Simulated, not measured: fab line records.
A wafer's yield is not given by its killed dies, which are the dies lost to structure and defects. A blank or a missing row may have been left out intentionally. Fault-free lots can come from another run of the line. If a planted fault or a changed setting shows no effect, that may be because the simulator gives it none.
Which tool is to blame? ; flow n5Finfet ; 13 lots with 37 wafers sampled at 4 steps, on a route of 1938 steps

WHAT THE GAUGES READ, wafer by wafer
N5_MIM_TOP_LITHO_OVL_MEAS_11.
lot;measured;on;MIM_TOP_OVL (nm)
L955;day 12 08:09;overlay-01;0 0 -4
L956;day 12 03:56;overlay-01;-5 4 3
L957;day 13 00:40;overlay-01;-1 -2 -4
L958;day 12 08:59;overlay-02;5 8 2
L959;day 12 13:54;overlay-02;5 12 13
L966;day 14 17:34;overlay-02;3 8 3
L967;day 15 04:26;overlay-02;-1 -3 7
L971;day 15 20:58;overlay-01;-2 6 -2
L972;day 15 21:13;overlay-02;-2 12 5
L974;day 16 07:15;overlay-02;-6 -9
L976;day 16 23:25;overlay-02;2 8 15
L977;day 17 00:38;overlay-01;-1 -1
L978;day 17 08:18;overlay-01;1 8 7

N5_PASSIVATION_CD_MEAS_10: the cd target is 3000 nm.
lot;measured;on;cdNm (nm)
L955;day 12 11:38;cdSem-02;3000.0 3004.2 3000.0
L956;day 12 06:44;cdSem-01;2995.6 2996.8 2993.0
L957;day 13 05:26;cdSem-01;3001.2 2998.3 2994.6
L958;day 12 11:47;cdSem-03;2996.5 2996.3 2995.1
L959;day 12 16:43;cdSem-01;2996.7 2999.8 2997.4
L966;day 14 21:43;cdSem-02;2995.1 2999.8 2994.8
L967;day 15 08:14;cdSem-01;3002.5 3001.2 3000.8
L971;day 16 00:46;cdSem-02;3001.5 3002.4 2998.6
L972;day 16 00:55;cdSem-01;2997.7 3001.7 2999.5
L974;day 16 09:59;cdSem-01;3002.0 3000.2
L976;day 17 01:40;cdSem-03;3001.7 3002.5 2996.9
L977;day 17 06:42;cdSem-02;2998.4 3000.7
L978;day 17 12:02;cdSem-01;2999.5 2997.8 3000.6

EACH LOT AND THE TOOL THAT RAN IT (in order: tool; ch and the chambers of the sampled wafers; start)
lot;N5_HKMG_FIN_ETCHBACK_68;N5_MIM_TOP_ETCH_PECVD_03
L955;rieMetal-01 ch 0,1, day 4 05:20;pecvd-03 ch 0,1,2, day 12 08:39
L956;rieMetal-01 ch 0,1, day 4 14:58;pecvd-01 ch 0,1,2, day 12 04:19
L957;rieMetal-01 ch 0,1, day 4 19:40;pecvd-04 ch 0,1,2, day 13 01:01
L958;rieMetal-01 ch 0,1, day 5 02:31;pecvd-01 ch 0,1, day 12 09:20
L959;rieMetal-03 ch 0, day 5 07:55;pecvd-01 ch 0,1,2, day 12 14:41
L966;rieMetal-01 ch 0,1, day 7 03:02;pecvd-04 ch 0,1,2, day 14 18:04
L967;rieMetal-01 ch 0,1, day 7 12:01;pecvd-04 ch 0,1,2, day 15 05:07
L971;rieMetal-03 ch 0,1, day 8 08:16;pecvd-03 ch 0,1, day 15 21:19
L972;rieMetal-03 ch 0,1, day 8 14:33;pecvd-01 ch 1,2, day 15 21:34
L974;rieMetal-02 ch 0,1, day 9 00:26;pecvd-04 ch 0,2, day 16 07:44
L976;rieMetal-03 ch 0,1, day 9 13:13;pecvd-03 ch 0,1,2, day 16 23:49
L977;rieMetal-03 ch 0,1, day 9 17:17;pecvd-01 ch 0,2, day 17 01:31
L978;rieMetal-03 ch 0,1, day 10 01:41;pecvd-01 ch 0,1, day 17 08:47
- N5_HKMG_FIN_ETCHBACK_68: etches the open film in Cl2/Ar, stops on HfO2, target depth 0.5 nm.
- N5_MIM_TOP_ETCH_PECVD_03: deposits SiNx from SiH4/NH3/N2, target thk 20 nm, time 17.6 s.

AS READ BY THE TOOLS THEMSELVES (means over the sampled wafers that have a number; for cases with no such wafer, the mark the record gives instead)
N5_HKMG_FIN_ETCHBACK_68.
lot;tool;drypumpMotorCurrentA (A);oesProductAu (a.u.);throttleValvePct (%)
L955;rieMetal-01;6.4;0.72;20.9
L956;rieMetal-01;6.4;0.72;20.9
L957;rieMetal-01;6.4;0.72;20.9
L958;rieMetal-01;6.5;0.66;21.1
L959;rieMetal-03;5.6;0.71;21.1
L966;rieMetal-01;6.5;0.66;21.1
L967;rieMetal-01;6.4;0.71;21.0
L971;rieMetal-03;5.7;0.75;20.9
L972;rieMetal-03;5.7;0.75;20.9
L974;rieMetal-02;5.5;0.67;21.0
L976;rieMetal-03;5.8;0.81;20.6
L977;rieMetal-03;5.8;0.78;20.8
L978;rieMetal-03;5.6;0.76;20.9

N5_MIM_TOP_ETCH_PECVD_03.
lot;tool;heaterPowerOuterW (W);heaterPowerW (W);showerheadPlenumPTorr (Torr);throttleValvePct (%)
L955;pecvd-03;480;824;5.14;38.2
L956;pecvd-01;444;738;5.03;40.9
L957;pecvd-04;474;790;5.15;39.7
L958;pecvd-01;486;795;5.03;40.8
L959;pecvd-01;418;709;5.02;40.9
L966;pecvd-04;513;833;5.16;39.7
L967;pecvd-04;505;822;5.16;39.9
L971;pecvd-03;495;826;5.13;38.8
L972;pecvd-01;365;640;4.98;42.8
L974;pecvd-04;546;866;5.12;39.4
L976;pecvd-03;445;762;5.14;38.1
L977;pecvd-01;490;792;5.07;39.5
L978;pecvd-01;430;733;4.99;42.7

THE ANSWER, worked out from the rows above alone
Rule: usual is defined by the lots themselves. The widest of any qualifying gaps counts: lots, ordered by their means at a reading, are off when they make up no more than a third of the lots, leave a main group of 4 or more, and stand apart from it by 3 or more times the standard deviation of that group's means. A main group is skipped when, at the precision printed for the reading in the tables above, its means are all equal. Also off: a lot with no number at a reading for which 4 or more lots have one. Where the step has rows for the other lots, those lots are counted as sound. The gauges are gone through in route order, then the tools' own readings, and for those a lot's mean is taken as printed above. At the first step where some lot is off, the reading lying furthest off is the one used; lots without a number count as furthest.
Nothing can be told from this: no lot is off at any reading shown.

WHAT THE SIMULATOR HAD PUT IN
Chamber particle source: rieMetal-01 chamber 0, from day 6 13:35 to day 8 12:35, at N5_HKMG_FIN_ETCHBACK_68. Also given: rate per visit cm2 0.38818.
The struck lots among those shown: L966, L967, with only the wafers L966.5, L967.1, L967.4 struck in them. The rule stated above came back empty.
